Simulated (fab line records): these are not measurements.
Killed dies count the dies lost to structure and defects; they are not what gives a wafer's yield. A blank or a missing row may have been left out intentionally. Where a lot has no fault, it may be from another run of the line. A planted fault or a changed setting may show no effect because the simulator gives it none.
The tool behind it: which one? || flow n5Finfet || 72 wafers from 24 lots sampled at 3 of the route's 1938 steps

## WHAT THE GAUGES READ, wafer by wafer
N5_BEOL_M10_CD_MEAS_28: the cd target is 70 nm.
{"lot": "L074", "measured": "day 10 20:33", "on": "cdSem-03", "cdNm (nm)": "68.5 69.7 69.7"}
{"lot": "L075", "measured": "day 11 10:13", "on": "cdSem-02", "cdNm (nm)": "69.1 70.2 69.2"}
{"lot": "L076", "measured": "day 11 17:17", "on": "cdSem-02", "cdNm (nm)": "68.8 69.3 68.9"}
{"lot": "L077", "measured": "day 11 17:26", "on": "cdSem-03", "cdNm (nm)": "68.2 68.3 68.1"}
{"lot": "L078", "measured": "day 11 21:38", "on": "cdSem-02", "cdNm (nm)": "69.9 70.3 69.3"}
{"lot": "L080", "measured": "day 12 05:50", "on": "cdSem-02", "cdNm (nm)": "70.4 70.0 70.5"}
{"lot": "L081", "measured": "day 12 14:07", "on": "cdSem-02", "cdNm (nm)": "68.5 69.1 70.2"}
{"lot": "L079", "measured": "day 13 03:22", "on": "cdSem-03", "cdNm (nm)": "67.4 67.2 68.3"}
{"lot": "L082", "measured": "day 13 07:08", "on": "cdSem-02", "cdNm (nm)": "68.7 68.6 69.0"}
{"lot": "L083", "measured": "day 13 10:37", "on": "cdSem-02", "cdNm (nm)": "69.3 69.2 68.9"}
{"lot": "L084", "measured": "day 13 19:18", "on": "cdSem-02", "cdNm (nm)": "68.9 69.1 68.7"}
{"lot": "L087", "measured": "day 13 23:10", "on": "cdSem-02", "cdNm (nm)": "70.4 70.2 70.1"}
{"lot": "L088", "measured": "day 14 13:20", "on": "cdSem-02", "cdNm (nm)": "69.6 69.2 68.8"}
{"lot": "L085", "measured": "day 14 13:22", "on": "cdSem-02", "cdNm (nm)": "70.3 71.1 70.9"}
{"lot": "L089", "measured": "day 14 21:52", "on": "cdSem-01", "cdNm (nm)": "70.6 69.9 70.7"}
{"lot": "L086", "measured": "day 14 22:03", "on": "cdSem-01", "cdNm (nm)": "70.0 69.6 70.4"}
{"lot": "L091", "measured": "day 15 00:19", "on": "cdSem-02", "cdNm (nm)": "69.6 69.7 70.0"}
{"lot": "L092", "measured": "day 15 21:32", "on": "cdSem-02", "cdNm (nm)": "69.6 69.0 68.7"}
{"lot": "L095", "measured": "day 15 21:34", "on": "cdSem-01", "cdNm (nm)": "68.8 68.3 68.9"}
{"lot": "L090", "measured": "day 15 21:37", "on": "cdSem-03", "cdNm (nm)": "69.8 70.4 71.0"}
{"lot": "L093", "measured": "day 16 00:35", "on": "cdSem-01", "cdNm (nm)": "69.1 70.6 69.3"}
{"lot": "L094", "measured": "day 16 22:01", "on": "cdSem-03", "cdNm (nm)": "70.6 71.4 72.2"}
{"lot": "L096", "measured": "day 17 06:22", "on": "cdSem-02", "cdNm (nm)": "68.8 69.4 70.4"}
{"lot": "L097", "measured": "day 17 15:13", "on": "cdSem-02", "cdNm (nm)": "70.5 70.5 70.5"}

N5_BEOL_M10_INSPECT_30: inspects for defects (brightfield).
{"lot": "L074", "measured": "day 10 20:36", "on": "defectInspect-02", "rawDefectCount": "273 438 340"}
{"lot": "L075", "measured": "day 11 10:16", "on": "defectInspect-02", "rawDefectCount": "482 513 645"}
{"lot": "L076", "measured": "day 11 17:20", "on": "defectInspect-02", "rawDefectCount": "463 396 514"}
{"lot": "L077", "measured": "day 11 17:30", "on": "defectInspect-02", "rawDefectCount": "295 434 377"}
{"lot": "L078", "measured": "day 11 21:41", "on": "defectInspect-01", "rawDefectCount": "335 296 406"}
{"lot": "L080", "measured": "day 12 05:53", "on": "defectInspect-02", "rawDefectCount": "405 463 463"}
{"lot": "L081", "measured": "day 12 14:10", "on": "defectInspect-01", "rawDefectCount": "365 291 427"}
{"lot": "L079", "measured": "day 13 03:25", "on": "defectInspect-01", "rawDefectCount": "466 583 444"}
{"lot": "L082", "measured": "day 13 07:11", "on": "defectInspect-02", "rawDefectCount": "482 345 357"}
{"lot": "L083", "measured": "day 13 10:40", "on": "defectInspect-02", "rawDefectCount": "311 388 401"}
{"lot": "L084", "measured": "day 13 19:21", "on": "defectInspect-02", "rawDefectCount": "394 346 425"}
{"lot": "L087", "measured": "day 13 23:13", "on": "defectInspect-02", "rawDefectCount": "260 591 424"}
{"lot": "L088", "measured": "day 14 13:23", "on": "defectInspect-02", "rawDefectCount": "526 610 586"}
{"lot": "L085", "measured": "day 14 13:25", "on": "defectInspect-01", "rawDefectCount": "481 443 419"}
{"lot": "L089", "measured": "day 14 21:56", "on": "defectInspect-02", "rawDefectCount": "463 420 407"}
{"lot": "L086", "measured": "day 14 22:07", "on": "defectInspect-02", "rawDefectCount": "469 413 391"}
{"lot": "L091", "measured": "day 15 00:22", "on": "defectInspect-01", "rawDefectCount": "394 531 452"}
{"lot": "L092", "measured": "day 15 21:35", "on": "defectInspect-02", "rawDefectCount": "340 291 450"}
{"lot": "L095", "measured": "day 15 21:37", "on": "defectInspect-02", "rawDefectCount": "302 307 529"}
{"lot": "L090", "measured": "day 15 21:40", "on": "defectInspect-02", "rawDefectCount": "412 417 437"}
{"lot": "L093", "measured": "day 16 00:38", "on": "defectInspect-02", "rawDefectCount": "310 312 298"}
{"lot": "L094", "measured": "day 16 22:04", "on": "defectInspect-01", "rawDefectCount": "385 432 451"}
{"lot": "L096", "measured": "day 17 06:25", "on": "defectInspect-01", "rawDefectCount": "406 432 283"}
{"lot": "L097", "measured": "day 17 15:16", "on": "defectInspect-02", "rawDefectCount": "523 387 423"}

N5_BEOL_M10_OCD_MEAS_38.
{"lot": "L074", "measured": "day 10 21:08", "on": "ocd-02", "trenchDepthNm (nm)": "150.7 150.0 149.5"}
{"lot": "L075", "measured": "day 11 11:07", "on": "ocd-02", "trenchDepthNm (nm)": "146.4 149.4 150.2"}
{"lot": "L076", "measured": "day 11 17:52", "on": "ocd-02", "trenchDepthNm (nm)": "148.8 151.1 152.1"}
{"lot": "L077", "measured": "day 11 18:19", "on": "ocd-01", "trenchDepthNm (nm)": "149.6 147.1 149.4"}
{"lot": "L078", "measured": "day 11 22:36", "on": "ocd-02", "trenchDepthNm (nm)": "148.5 146.4 148.8"}
{"lot": "L080", "measured": "day 12 06:25", "on": "ocd-01", "trenchDepthNm (nm)": "149.7 150.7 151.1"}
{"lot": "L081", "measured": "day 12 14:42", "on": "ocd-02", "trenchDepthNm (nm)": "150.5 150.5 149.6"}
{"lot": "L079", "measured": "day 13 04:04", "on": "ocd-02", "trenchDepthNm (nm)": "150.7 150.1 150.6"}
{"lot": "L082", "measured": "day 13 07:43", "on": "ocd-02", "trenchDepthNm (nm)": "147.7 148.1 148.0"}
{"lot": "L083", "measured": "day 13 11:12", "on": "ocd-01", "trenchDepthNm (nm)": "149.6 147.7 148.6"}
{"lot": "L084", "measured": "day 13 19:53", "on": "ocd-01", "trenchDepthNm (nm)": "149.6 148.7 147.6"}
{"lot": "L087", "measured": "day 13 23:45", "on": "ocd-01", "trenchDepthNm (nm)": "145.8 147.9 145.7"}
{"lot": "L088", "measured": "day 14 13:55", "on": "ocd-02", "trenchDepthNm (nm)": "149.7 150.3 150.4"}
{"lot": "L085", "measured": "day 14 13:57", "on": "ocd-01", "trenchDepthNm (nm)": "151.8 148.2 151.1"}
{"lot": "L089", "measured": "day 14 22:27", "on": "ocd-01", "trenchDepthNm (nm)": "149.4 148.9 151.3"}
{"lot": "L086", "measured": "day 14 22:43", "on": "ocd-01", "trenchDepthNm (nm)": "151.0 149.5 148.8"}
{"lot": "L091", "measured": "day 15 00:57", "on": "ocd-01", "trenchDepthNm (nm)": "146.8 148.7 145.7"}
{"lot": "L092", "measured": "day 15 22:19", "on": "ocd-02", "trenchDepthNm (nm)": "148.1 151.4 148.6"}
{"lot": "L095", "measured": "day 15 22:55", "on": "ocd-02", "trenchDepthNm (nm)": "149.9 149.6 150.2"}
{"lot": "L090", "measured": "day 15 22:47", "on": "ocd-01", "trenchDepthNm (nm)": "151.9 148.3 148.6"}
{"lot": "L093", "measured": "day 16 01:14", "on": "ocd-01", "trenchDepthNm (nm)": "148.7 150.2 147.0"}
{"lot": "L094", "measured": "day 16 23:06", "on": "ocd-02", "trenchDepthNm (nm)": "148.5 149.7 149.9"}
{"lot": "L096", "measured": "day 17 07:18", "on": "ocd-01", "trenchDepthNm (nm)": "150.5 150.4 148.4"}
{"lot": "L097", "measured": "day 17 15:48", "on": "ocd-01", "trenchDepthNm (nm)": "148.3 148.6 149.2"}

## WHAT TOOL EACH LOT RAN ON (gives the tool, then ch and the chambers of the sampled wafers, and finally the start)
The record shows no process step preceding these readings.

## WHAT THE TOOLS THEMSELVES READ (means of the sampled wafers that have a number; where no wafer has one, the mark that the record gives instead)
The record holds no such reading with a usual standard deviation.

## THE ANSWER, worked out from the rows above alone
Rule: the lots themselves supply what counts as usual. Put in order of their means at a reading, lots are off if they are a third of the lots or fewer, leave a main group of 4 or more, and stand apart from it by a gap of 3 or more times the standard deviation of the main group's means; of several such gaps the widest counts. If all means in a main group match to the digits the tables above print for the reading, that group is not used. A lot without any number at a reading at which 4 lots or more have one is off too. All remaining lots with rows at the step are treated as sound. The gauges are gone through in route order, then the tools' own readings, and for those a lot's mean is taken as printed above. At the first step where some lot is off, the reading lying furthest off is the one used; lots without a number count as furthest.
Across all readings shown, no lot is off: no conclusion can be drawn from this.

## WHAT THE SIMULATOR HAD INSERTED
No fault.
